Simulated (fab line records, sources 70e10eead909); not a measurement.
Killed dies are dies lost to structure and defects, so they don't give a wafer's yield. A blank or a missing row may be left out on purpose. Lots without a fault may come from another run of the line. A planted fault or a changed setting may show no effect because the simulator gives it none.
Chamber matching | flow nand_harc | NHARC_A_CONTACT_ETCH_90 on rie_diel-06: 4 sister chambers
The step etches the open film in CH3F/O2, target depth 40 nm, time 85.7 s. 8 wafers are shown with their chamber, then 8 later ones without.

WAFERS WITH THEIR CHAMBER
wafer  | chamber | drypump_motor_current_A (A) | showerhead_plenum_p_Torr (Torr)
L079.4 | 3       | 5.4                         | 2.35
L078.2 | 0       | 6.5                         | 2.52
L078.3 | 2       | 5.3                         | 2.34
L081.2 | 0       | 6.5                         | 2.51
L081.3 | 3       | 5.3                         | 2.35
L083.4 | 2       | 5.3                         | 2.33
L083.5 | 1       | 5.9                         | 2.65
L090.2 | 1       | 5.9                         | 2.64

WAFERS WITHOUT THEIR CHAMBER
wafer  | drypump_motor_current_A (A) | showerhead_plenum_p_Torr (Torr)
L090.3 | 6.5                         | 2.51
L090.5 | 5.3                         | 2.32
L097.1 | 5.4                         | 2.33
L097.2 | 5.3                         | 2.32
L097.5 | 6.5                         | 2.50
L094.1 | 6.5                         | 2.50
L094.2 | 5.3                         | 2.32
L094.4 | 5.9                         | 2.63

WHICH CHAMBER EACH WENT THROUGH
wafer  | from the rows above     | in truth
L090.3 | 0                       | 0
L090.5 | 2                       | 2
L097.1 | can't be placed: 2 or 3 | 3
L097.2 | 2                       | 2
L097.5 | 0                       | 0
L094.1 | 0                       | 0
L094.2 | 2                       | 2
L094.4 | 1                       | 1
Placed correctly: 7 of 8. Can't be placed from these rows: 1 (the true chamber is among the candidates in 1). Placed wrongly: 0.
How it was worked out, from the rows above alone: a wafer's distance from a chamber is the root of the sum, over the readings, of the square of ((its reading less the chamber's mean) divided by the reading's scatter). The wafer belongs to the nearest chamber; if the next one is less than 2 further off, it can't be placed. A chamber's mean is the mean of its shown wafers. The scatter: the root of (the sum of the squares of (reading less its chamber's mean) over the shown wafers, divided by (wafers less chambers)).
